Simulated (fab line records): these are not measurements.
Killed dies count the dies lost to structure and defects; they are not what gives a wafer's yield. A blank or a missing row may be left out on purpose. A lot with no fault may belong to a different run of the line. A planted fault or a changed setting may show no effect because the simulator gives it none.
fab line records / flow nandHarc / part 2 of 2: steps 29 to 36 of 36
record: lots: 5 wafers: 15 lastDay: 24
route steps=1159 shown A_M1@1048 A_BONDPAD@1059
lots untouched by any fault: they come from a run of this same line in which no faults occurred
startH: hours from the record's opening day to when the first of the lot's shown wafers began / waitH: hours from the lot's prior step to this one / " unchanged from the row above / L1.1+2: several wafers, shown together as one row / - value missing, or start not given / * or withheld: withheld / < > ~ a bound
route shown NAME@n: NAME is a module with steps in the file, n the number in the route of the first one / usual: mean and standard deviation over wafers with no fault / same: alike in all rows / chamber/n: place in a boat / sites: readings site by site / _std_site: how widely they spread, as a standard deviation / _edge_site: inner sites' mean taken away from outer sites' mean / radiusMm: for every site, how far away it sits from the centre of the wafer / mask NAME#n: copy n / behind: tool/chamber where the wafer was last shaped / hold: what put the lot on hold/how long, in hours/how the hold closed / device: which transistor (n, p or np) failed to switch / end of line: at the end of the route, the tests of the same wafers / step lacking rows: just its recipe / killed: the dies lost at the first sort to structure and to defects; this is not the yield of the wafer / map: dies across one wafer; x = killed, . = not, _ = none there
set.NAME: the setting that was run; set.NAME@STEP: the one run at that earlier step / model.NAME: the simulator's own value behind a step, which no gauge read
lots at some steps of the route; a table a step, a row a wafer
services: when a tool's chamber went out of use (startH, in hours from the record's first day, below 0 if earlier), for how many hours, and the reason
== steps ==
step: NHARC_A_BONDPAD_ETCH_12
recipe: targetDepthA: 2200 timeS: 110 chf3FlowSccm: 50 o2FlowSccm: 10 arFlowSccm: 200 rfW: 500 biasW: 200 chemistry: CHF3/O2
usual: chamberPressureMTorr: 25.000/0.023 drypumpMotorCurrentA: 5.7/0.4 oesProductAu: 0.945/0.021 rfVppV: 369.5/2.3 showerheadPlenumPTorr: 2.35/0.1 throttleValvePct: 20.571/0.0098
lot.wafer=L076.4 tool=rieDiel-04 chamber=2 startH=- waitH=- chamberPressureMTorr=24.996 drypumpMotorCurrentA=5.2 oesProductAu=0.928 rfHoursCounterH=23 rfVppV=373.0 showerheadPlenumPTorr=2.51 throttleValvePct=20.557
lot.wafer=L076.3 tool=rieDiel-04 chamber=0 startH=- waitH=- chamberPressureMTorr=25.006 drypumpMotorCurrentA=6.4 oesProductAu=0.918 rfHoursCounterH=19 rfVppV=370.5 showerheadPlenumPTorr=2.42 throttleValvePct=20.554
lot.wafer=L076.5 tool=rieDiel-04 chamber=1 startH=- waitH=- chamberPressureMTorr=25.037 drypumpMotorCurrentA=5.3 oesProductAu=0.931 rfHoursCounterH=- rfVppV=368.5 showerheadPlenumPTorr=2.29 throttleValvePct=20.565
lot.wafer=L084.3 tool=rieDiel-09 chamber=0 startH=- waitH=- chamberPressureMTorr=25.014 drypumpMotorCurrentA=5.8 oesProductAu=0.955 rfHoursCounterH=1 rfVppV=370.8 showerheadPlenumPTorr=2.36 throttleValvePct=20.569
lot.wafer=L084.4 tool=rieDiel-09 chamber=2 startH=- waitH=- chamberPressureMTorr=24.958 drypumpMotorCurrentA=5.6 oesProductAu=0.933 rfHoursCounterH=1 rfVppV=368.5 showerheadPlenumPTorr=2.30 throttleValvePct=20.570
lot.wafer=L084.5 tool=rieDiel-09 chamber=1 startH=- waitH=- chamberPressureMTorr=24.969 drypumpMotorCurrentA=5.9 oesProductAu=0.955 rfHoursCounterH=- rfVppV=373.3 showerheadPlenumPTorr=2.51 throttleValvePct=20.588
lot.wafer=L088.1 tool=rieDiel-09 chamber=0 startH=- waitH=- chamberPressureMTorr=24.958 drypumpMotorCurrentA=5.8 oesProductAu=0.946 rfHoursCounterH=1 rfVppV=369.9 showerheadPlenumPTorr=2.36 throttleValvePct=20.581
lot.wafer=L088.2 tool=rieDiel-09 chamber=2 startH=- waitH=- chamberPressureMTorr=24.996 drypumpMotorCurrentA=5.6 oesProductAu=0.972 rfHoursCounterH=1 rfVppV=367.1 showerheadPlenumPTorr=2.30 throttleValvePct=20.561
lot.wafer=L088.3 tool=rieDiel-09 chamber=3 startH=- waitH=- chamberPressureMTorr=24.999 drypumpMotorCurrentA=5.5 oesProductAu=0.980 rfHoursCounterH=1 rfVppV=367.4 showerheadPlenumPTorr=2.24 throttleValvePct=20.572
lot.wafer=L086.1 tool=rieDiel-09 chamber=1 startH=- waitH=- chamberPressureMTorr=25.021 drypumpMotorCurrentA=5.9 oesProductAu=0.981 rfHoursCounterH=2 rfVppV=374.0 showerheadPlenumPTorr=2.51 throttleValvePct=20.583
lot.wafer=L086.2 tool=rieDiel-09 chamber=2 startH=- waitH=- chamberPressureMTorr=24.995 drypumpMotorCurrentA=5.6 oesProductAu=0.984 rfHoursCounterH=2 rfVppV=369.1 showerheadPlenumPTorr=2.30 throttleValvePct=20.563
lot.wafer=L086.4 tool=rieDiel-09 chamber=0 startH=- waitH=- chamberPressureMTorr=25.041 drypumpMotorCurrentA=5.8 oesProductAu=0.960 rfHoursCounterH=2 rfVppV=369.9 showerheadPlenumPTorr=2.36 throttleValvePct=20.579
lot.wafer=L096.1 tool=rieDiel-09 chamber=2 startH=- waitH=- chamberPressureMTorr=24.979 drypumpMotorCurrentA=5.6 oesProductAu=0.926 rfHoursCounterH=3 rfVppV=369.2 showerheadPlenumPTorr=2.30 throttleValvePct=20.575
lot.wafer=L096.4 tool=rieDiel-09 chamber=3 startH=- waitH=- chamberPressureMTorr=25.014 drypumpMotorCurrentA=5.5 oesProductAu=0.926 rfHoursCounterH=3 rfVppV=367.3 showerheadPlenumPTorr=2.24 throttleValvePct=20.573
lot.wafer=L096.5 tool=rieDiel-09 chamber=3 startH=- waitH=- chamberPressureMTorr=24.965 drypumpMotorCurrentA=5.5 oesProductAu=0.921 rfHoursCounterH=- rfVppV=366.1 showerheadPlenumPTorr=2.24 throttleValvePct=20.571
step: NHARC_A_BONDPAD_CD_MEAS_13
usual: cdNm: 499.3/1.6
lot.wafer=L076.3 tool=cdSem-03 chamber=- startH=426.08 waitH=- cdNm=498.9
lot.wafer=L076.4 tool=cdSem-03 chamber=- startH=426.08 waitH=- cdNm=498.1
lot.wafer=L076.5 tool=cdSem-03 chamber=- startH=426.08 waitH=- cdNm=497.4
lot.wafer=L084.3 tool=cdSem-02 chamber=- startH=468.98 waitH=- cdNm=499.5
lot.wafer=L084.4 tool=cdSem-02 chamber=- startH=468.98 waitH=- cdNm=497.3
lot.wafer=L084.5 tool=cdSem-02 chamber=- startH=468.98 waitH=- cdNm=499.0
lot.wafer=L088.1 tool=cdSem-01 chamber=- startH=478.07 waitH=- cdNm=500.5
lot.wafer=L088.2 tool=cdSem-01 chamber=- startH=478.07 waitH=- cdNm=500.9
lot.wafer=L088.3 tool=cdSem-01 chamber=- startH=478.07 waitH=- cdNm=497.5
lot.wafer=L086.1 tool=cdSem-02 chamber=- startH=498.31 waitH=- cdNm=501.7
lot.wafer=L086.2 tool=cdSem-02 chamber=- startH=498.31 waitH=- cdNm=502.2
lot.wafer=L086.4 tool=cdSem-02 chamber=- startH=498.31 waitH=- cdNm=500.0
lot.wafer=L096.1 tool=cdSem-03 chamber=- startH=544.83 waitH=- cdNm=500.7
lot.wafer=L096.4 tool=cdSem-03 chamber=- startH=544.83 waitH=- cdNm=499.6
lot.wafer=L096.5 tool=cdSem-03 chamber=- startH=544.83 waitH=- cdNm=501.1
step: NHARC_A_BONDPAD_STRIP_15
recipe: o2FlowSccm: 500 arFlowSccm: 0 biasW: 0 chemistry: O2
usual: chamberPressureMTorr: 60.00/0.048 drypumpMotorCurrentA: 5.7/0.37 oesProductAu: 0.999/0.0079 rfVppV: 57.5/0.91 showerheadPlenumPTorr: 3.45/0.15 throttleValvePct: 17.036/0.0089
lot.wafer=L076.4 tool=rieDiel-09 chamber=3 startH=426.14 waitH=0.1 chamberPressureMTorr=60.03 drypumpMotorCurrentA=5.5 oesProductAu=0.997 rfHoursCounterH=5 rfVppV=57.1 showerheadPlenumPTorr=3.30 throttleValvePct=17.051
lot.wafer=L076.3 tool=rieDiel-09 chamber=2 startH=426.14 waitH=0.1 chamberPressureMTorr=59.94 drypumpMotorCurrentA=5.6 oesProductAu=0.990 rfHoursCounterH=6 rfVppV=56.4 showerheadPlenumPTorr=3.38 throttleValvePct=17.021
lot.wafer=L076.5 tool=rieDiel-09 chamber=3 startH=426.14 waitH=0.1 chamberPressureMTorr=60.02 drypumpMotorCurrentA=5.5 oesProductAu=0.991 rfHoursCounterH=- rfVppV=57.1 showerheadPlenumPTorr=3.30 throttleValvePct=17.030
lot.wafer=L084.3 tool=rieDiel-09 chamber=3 startH=469.06 waitH=0.1 chamberPressureMTorr=60.09 drypumpMotorCurrentA=5.5 oesProductAu=0.999 rfHoursCounterH=1 rfVppV=56.8 showerheadPlenumPTorr=3.30 throttleValvePct=17.037
lot.wafer=L084.4 tool=rieDiel-09 chamber=1 startH=469.06 waitH=0.1 chamberPressureMTorr=59.94 drypumpMotorCurrentA=5.9 oesProductAu=1.012 rfHoursCounterH=1 rfVppV=57.9 showerheadPlenumPTorr=3.69 throttleValvePct=17.036
lot.wafer=L084.5 tool=rieDiel-09 chamber=3 startH=469.06 waitH=0.1 chamberPressureMTorr=59.96 drypumpMotorCurrentA=5.5 oesProductAu=0.995 rfHoursCounterH=- rfVppV=58.7 showerheadPlenumPTorr=3.30 throttleValvePct=17.045
lot.wafer=L088.2 tool=rieDiel-02 chamber=1 startH=478.15 waitH=0.1 chamberPressureMTorr=60.02 drypumpMotorCurrentA=6.3 oesProductAu=1.001 rfHoursCounterH=54 rfVppV=58.1 showerheadPlenumPTorr=3.28 throttleValvePct=17.023
lot.wafer=L088.3 tool=rieDiel-02 chamber=2 startH=478.15 waitH=0.1 chamberPressureMTorr=59.99 drypumpMotorCurrentA=5.3 oesProductAu=0.998 rfHoursCounterH=61 rfVppV=59.2 showerheadPlenumPTorr=3.44 throttleValvePct=17.042
lot.wafer=L088.1 tool=rieDiel-02 chamber=0 startH=478.15 waitH=0.1 chamberPressureMTorr=59.95 drypumpMotorCurrentA=5.7 oesProductAu=1.015 rfHoursCounterH=56 rfVppV=57.1 showerheadPlenumPTorr=3.29 throttleValvePct=17.034
lot.wafer=L086.4 tool=rieDiel-09 chamber=2 startH=498.39 waitH=0.1 chamberPressureMTorr=60.05 drypumpMotorCurrentA=5.6 oesProductAu=0.999 rfHoursCounterH=2 rfVppV=57.5 showerheadPlenumPTorr=3.38 throttleValvePct=17.048
lot.wafer=L086.1 tool=rieDiel-09 chamber=0 startH=498.39 waitH=0.1 chamberPressureMTorr=59.99 drypumpMotorCurrentA=5.8 oesProductAu=0.997 rfHoursCounterH=2 rfVppV=56.9 showerheadPlenumPTorr=3.46 throttleValvePct=17.031
lot.wafer=L086.2 tool=rieDiel-09 chamber=1 startH=498.39 waitH=0.1 chamberPressureMTorr=60.00 drypumpMotorCurrentA=5.9 oesProductAu=1.006 rfHoursCounterH=2 rfVppV=58.3 showerheadPlenumPTorr=3.69 throttleValvePct=17.026
lot.wafer=L096.4 tool=rieDiel-09 chamber=1 startH=544.92 waitH=0.1 chamberPressureMTorr=59.97 drypumpMotorCurrentA=6.0 oesProductAu=0.994 rfHoursCounterH=3 rfVppV=58.5 showerheadPlenumPTorr=3.69 throttleValvePct=17.033
lot.wafer=L096.1 tool=rieDiel-09 chamber=2 startH=544.92 waitH=0.1 chamberPressureMTorr=60.04 drypumpMotorCurrentA=5.6 oesProductAu=1.008 rfHoursCounterH=3 rfVppV=57.9 showerheadPlenumPTorr=3.38 throttleValvePct=17.027
lot.wafer=L096.5 tool=rieDiel-09 chamber=0 startH=544.92 waitH=0.1 chamberPressureMTorr=59.94 drypumpMotorCurrentA=5.8 oesProductAu=1.011 rfHoursCounterH=- rfVppV=59.3 showerheadPlenumPTorr=3.46 throttleValvePct=17.044
step: NHARC_A_BONDPAD_ETCH_24
recipe: targetDepthA: 300 overEtchFrac: 0.3 timeS: 72.99 ionEnergyEv: 150 cf4FlowSccm: 50 n2FlowSccm: 100 arFlowSccm: 150 rfW: 300 biasW: 100 chemistry: CF4/N2
usual: chamberPressureMTorr: 29.995/0.03 drypumpMotorCurrentA: 5.7/0.37 oesProductAu: 1.000/0.0079 rfVppV: 313.2/2.2 showerheadPlenumPTorr: 2.58/0.12 throttleValvePct: 19.794/0.0095
lot.wafer=L076.4 tool=rieDiel-09 chamber=0 startH=- waitH=- chamberPressureMTorr=29.985 drypumpMotorCurrentA=5.8 oesProductAu=0.991 rfHoursCounterH=6 rfVppV=312.5 showerheadPlenumPTorr=2.58 throttleValvePct=19.785
lot.wafer=L076.3 tool=rieDiel-09 chamber=2 startH=- waitH=- chamberPressureMTorr=29.995 drypumpMotorCurrentA=5.6 oesProductAu=0.993 rfHoursCounterH=6 rfVppV=313.1 showerheadPlenumPTorr=2.51 throttleValvePct=19.799
lot.wafer=L076.5 tool=rieDiel-09 chamber=0 startH=- waitH=- chamberPressureMTorr=29.974 drypumpMotorCurrentA=5.8 oesProductAu=1.001 rfHoursCounterH=- rfVppV=313.2 showerheadPlenumPTorr=2.58 throttleValvePct=19.804
lot.wafer=L084.3 tool=rieDiel-09 chamber=1 startH=- waitH=- chamberPressureMTorr=29.969 drypumpMotorCurrentA=6.0 oesProductAu=0.994 rfHoursCounterH=1 rfVppV=316.4 showerheadPlenumPTorr=2.75 throttleValvePct=19.790
lot.wafer=L084.4 tool=rieDiel-09 chamber=3 startH=- waitH=- chamberPressureMTorr=29.944 drypumpMotorCurrentA=5.5 oesProductAu=0.984 rfHoursCounterH=1 rfVppV=310.9 showerheadPlenumPTorr=2.45 throttleValvePct=19.814
lot.wafer=L084.5 tool=rieDiel-09 chamber=0 startH=- waitH=- chamberPressureMTorr=30.006 drypumpMotorCurrentA=5.8 oesProductAu=0.989 rfHoursCounterH=- rfVppV=313.4 showerheadPlenumPTorr=2.58 throttleValvePct=19.762
lot.wafer=L088.1 tool=rieDiel-02 chamber=1 startH=- waitH=- chamberPressureMTorr=30.005 drypumpMotorCurrentA=6.3 oesProductAu=0.998 rfHoursCounterH=54 rfVppV=312.0 showerheadPlenumPTorr=2.44 throttleValvePct=19.786
lot.wafer=L088.2 tool=rieDiel-02 chamber=2 startH=- waitH=- chamberPressureMTorr=29.957 drypumpMotorCurrentA=5.3 oesProductAu=0.999 rfHoursCounterH=61 rfVppV=311.8 showerheadPlenumPTorr=2.56 throttleValvePct=19.802
lot.wafer=L088.3 tool=rieDiel-02 chamber=0 startH=- waitH=- chamberPressureMTorr=30.005 drypumpMotorCurrentA=5.7 oesProductAu=1.005 rfHoursCounterH=57 rfVppV=310.1 showerheadPlenumPTorr=2.45 throttleValvePct=19.784
lot.wafer=L086.2 tool=rieDiel-09 chamber=3 startH=- waitH=- chamberPressureMTorr=29.965 drypumpMotorCurrentA=5.4 oesProductAu=0.993 rfHoursCounterH=2 rfVppV=311.4 showerheadPlenumPTorr=2.45 throttleValvePct=19.786
lot.wafer=L086.1 tool=rieDiel-09 chamber=1 startH=- waitH=- chamberPressureMTorr=30.023 drypumpMotorCurrentA=6.0 oesProductAu=0.999 rfHoursCounterH=2 rfVppV=316.4 showerheadPlenumPTorr=2.75 throttleValvePct=19.786
lot.wafer=L086.4 tool=rieDiel-09 chamber=2 startH=- waitH=- chamberPressureMTorr=29.996 drypumpMotorCurrentA=5.6 oesProductAu=1.000 rfHoursCounterH=2 rfVppV=311.5 showerheadPlenumPTorr=2.51 throttleValvePct=19.793
lot.wafer=L096.1 tool=rieDiel-09 chamber=0 startH=- waitH=- chamberPressureMTorr=29.973 drypumpMotorCurrentA=5.8 oesProductAu=1.002 rfHoursCounterH=3 rfVppV=314.2 showerheadPlenumPTorr=2.58 throttleValvePct=19.800
lot.wafer=L096.4 tool=rieDiel-09 chamber=2 startH=- waitH=- chamberPressureMTorr=29.831 drypumpMotorCurrentA=5.6 oesProductAu=1.004 rfHoursCounterH=3 rfVppV=310.8 showerheadPlenumPTorr=2.51 throttleValvePct=19.791
lot.wafer=L096.5 tool=rieDiel-09 chamber=0 startH=- waitH=- chamberPressureMTorr=29.983 drypumpMotorCurrentA=5.8 oesProductAu=0.997 rfHoursCounterH=- rfVppV=311.2 showerheadPlenumPTorr=2.58 throttleValvePct=19.785
step: NHARC_A_BONDPAD_STRIP_16
recipe: timeS: 600 tempC: 30 chemistry: postEtchResidueRemover
lot.wafer=L076.5+3+4 tool=wetBench-08 chamber=2,4,6 startH=426.48 waitH=-
lot.wafer=L084.3+5+4 tool=wetBench-10 chamber=1,4,5 startH=469.34 waitH=-
lot.wafer=L088.1+2+3 tool=wetBench-10 chamber=7,2,3 startH=478.44 waitH=-
lot.wafer=L086.2+4+1 tool=wetBench-08 chamber=0,3,4 startH=498.67 waitH=-
lot.wafer=L096.5+1+4 tool=wetBench-10 chamber=7,1,4 startH=545.18 waitH=-
step: NHARC_A_BONDPAD_DEGAS_25
recipe: tempC: 300 timeS: 60
usual: heaterPowerW: 483/52
lot.wafer=L076.4 tool=pvdSputter-03 chamber=- startH=426.74 waitH=- heaterPowerW=516
lot.wafer=L076.3 tool=pvdSputter-03 chamber=- startH=426.74 waitH=- heaterPowerW=447
lot.wafer=L076.5 tool=pvdSputter-03 chamber=- startH=426.74 waitH=- heaterPowerW=467
lot.wafer=L084.3 tool=pvdSputter-02 chamber=- startH=469.60 waitH=- heaterPowerW=469
lot.wafer=L084.4 tool=pvdSputter-02 chamber=- startH=469.60 waitH=- heaterPowerW=583
lot.wafer=L084.5 tool=pvdSputter-02 chamber=- startH=469.60 waitH=- heaterPowerW=477
lot.wafer=L088.1 tool=pvdSputter-02 chamber=- startH=478.70 waitH=- heaterPowerW=417
lot.wafer=L088.2 tool=pvdSputter-02 chamber=- startH=478.70 waitH=- heaterPowerW=427
lot.wafer=L088.3 tool=pvdSputter-02 chamber=- startH=478.70 waitH=- heaterPowerW=599
lot.wafer=L086.1 tool=pvdSputter-02 chamber=- startH=498.94 waitH=- heaterPowerW=428
lot.wafer=L086.2 tool=pvdSputter-02 chamber=- startH=498.94 waitH=- heaterPowerW=594
lot.wafer=L086.4 tool=pvdSputter-02 chamber=- startH=498.94 waitH=- heaterPowerW=424
lot.wafer=L096.4 tool=pvdSputter-03 chamber=- startH=545.46 waitH=- heaterPowerW=439
lot.wafer=L096.1 tool=pvdSputter-03 chamber=- startH=545.46 waitH=- heaterPowerW=423
lot.wafer=L096.5 tool=pvdSputter-03 chamber=- startH=545.46 waitH=- heaterPowerW=474
step: NHARC_A_BONDPAD_PRE_CLEAN_26
recipe: timeS: 30 tempC: 280 gas: H2/He
usual: heaterPowerW: 425/48
lot.wafer=L076.4 tool=pvdSputter-03 chamber=- startH=- waitH=- heaterPowerW=397
lot.wafer=L076.3 tool=pvdSputter-03 chamber=- startH=- waitH=- heaterPowerW=381
lot.wafer=L076.5 tool=pvdSputter-03 chamber=- startH=- waitH=- heaterPowerW=397
lot.wafer=L084.4 tool=pvdSputter-02 chamber=- startH=- waitH=- heaterPowerW=378
lot.wafer=L084.3 tool=pvdSputter-02 chamber=- startH=- waitH=- heaterPowerW=515
lot.wafer=L084.5 tool=pvdSputter-02 chamber=- startH=- waitH=- heaterPowerW=375
lot.wafer=L088.1 tool=pvdSputter-02 chamber=- startH=- waitH=- heaterPowerW=382
lot.wafer=L088.3 tool=pvdSputter-02 chamber=- startH=- waitH=- heaterPowerW=526
lot.wafer=L088.2 tool=pvdSputter-02 chamber=- startH=- waitH=- heaterPowerW=366
lot.wafer=L086.1 tool=pvdSputter-02 chamber=- startH=- waitH=- heaterPowerW=411
lot.wafer=L086.4 tool=pvdSputter-02 chamber=- startH=- waitH=- heaterPowerW=382
lot.wafer=L086.2 tool=pvdSputter-02 chamber=- startH=- waitH=- heaterPowerW=511
lot.wafer=L096.4 tool=pvdSputter-03 chamber=- startH=- waitH=- heaterPowerW=376
lot.wafer=L096.1 tool=pvdSputter-03 chamber=- startH=- waitH=- heaterPowerW=454
lot.wafer=L096.5 tool=pvdSputter-03 chamber=- startH=- waitH=- heaterPowerW=370
step: NHARC_A_BONDPAD_PVD_17
recipe: targetThkA: 50 biasV: 168.6 powerW: 15000 chamberPressurePa: 0.12 timeS: 8.06 substrateTempC: 50 material: TaN
usual: biasV: 168.7/1.7 throttleValvePct: 30.5/1.1
lot.wafer=L076.4 tool=pvdSputter-03 chamber=- startH=- waitH=- biasV=166.5 throttleValvePct=29.2
lot.wafer=L076.3 tool=pvdSputter-03 chamber=- startH=- waitH=- biasV=168.4 throttleValvePct=29.7
lot.wafer=L076.5 tool=pvdSputter-03 chamber=- startH=- waitH=- biasV=166.7 throttleValvePct=28.6
lot.wafer=L084.4 tool=pvdSputter-02 chamber=- startH=- waitH=- biasV=167.0 throttleValvePct=30.6
lot.wafer=L084.3 tool=pvdSputter-02 chamber=- startH=- waitH=- biasV=168.4 throttleValvePct=31.9
lot.wafer=L084.5 tool=pvdSputter-02 chamber=- startH=- waitH=- biasV=169.2 throttleValvePct=30.3
lot.wafer=L088.1 tool=pvdSputter-02 chamber=- startH=- waitH=- biasV=170.5 throttleValvePct=29.7
lot.wafer=L088.3 tool=pvdSputter-02 chamber=- startH=- waitH=- biasV=169.2 throttleValvePct=30.9
lot.wafer=L088.2 tool=pvdSputter-02 chamber=- startH=- waitH=- biasV=168.1 throttleValvePct=31.9
lot.wafer=L086.2 tool=pvdSputter-02 chamber=- startH=- waitH=- biasV=167.0 throttleValvePct=31.7
lot.wafer=L086.1 tool=pvdSputter-02 chamber=- startH=- waitH=- biasV=167.2 throttleValvePct=30.1
lot.wafer=L086.4 tool=pvdSputter-02 chamber=- startH=- waitH=- biasV=166.3 throttleValvePct=30.2
lot.wafer=L096.4 tool=pvdSputter-03 chamber=- startH=- waitH=- biasV=170.0 throttleValvePct=28.4
lot.wafer=L096.1 tool=pvdSputter-03 chamber=- startH=- waitH=- biasV=169.4 throttleValvePct=31.1
lot.wafer=L096.5 tool=pvdSputter-03 chamber=- startH=- waitH=- biasV=170.3 throttleValvePct=28.4
== services ==
tool=rieDiel-09 chamber=3 startH=402.09 hours=15.4 kind=repair
tool=wetBench-08 chamber=- startH=406.41 hours=8.0 kind=pm
tool=wetBench-10 chamber=- startH=410.42 hours=4.2 kind=repair
tool=rieDiel-04 chamber=2 startH=411.88 hours=3.5 kind=repair
tool=lithoTrack-05 chamber=- startH=412.00 hours=7.0 kind=pm
tool=pecvd-04 chamber=2 startH=414.33 hours=10.2 kind=repair
tool=wetBench-10 chamber=- startH=423.20 hours=8.0 kind=pm
tool=ecdCu-01 chamber=- startH=424.15 hours=6.5 kind=repair
tool=rieDiel-09 chamber=- startH=431.10 hours=9.0 kind=pm
tool=cmp-03 chamber=- startH=440.93 hours=2.2 kind=repair
tool=pvdSputter-03 chamber=- startH=444.97 hours=5.4 kind=repair
tool=pecvd-02 chamber=1 startH=448.29 hours=5.9 kind=repair
tool=cmp-03 chamber=- startH=451.48 hours=4.0 kind=pm
tool=pvdSputter-03 chamber=- startH=458.00 hours=10.0 kind=pm
tool=pvdSputter-01 chamber=- startH=472.80 hours=9.2 kind=repair
tool=pecvd-04 chamber=- startH=473.31 hours=0.7 kind=repair
tool=pvdSputter-02 chamber=- startH=499.27 hours=7.8 kind=repair
tool=lithoTrack-02 chamber=- startH=515.00 hours=7.0 kind=pm
tool=pecvd-02 chamber=- startH=515.40 hours=13.0 kind=pm
tool=pvdSputter-03 chamber=- startH=515.57 hours=6.9 kind=repair
tool=pvdSputter-02 chamber=- startH=519.67 hours=3.2 kind=repair
tool=pvdSputter-01 chamber=- startH=527.17 hours=10.0 kind=pm
tool=pecvd-02 chamber=- startH=535.58 hours=0.5 kind=repair
tool=lithoTrack-07 chamber=- startH=539.00 hours=7.0 kind=pm
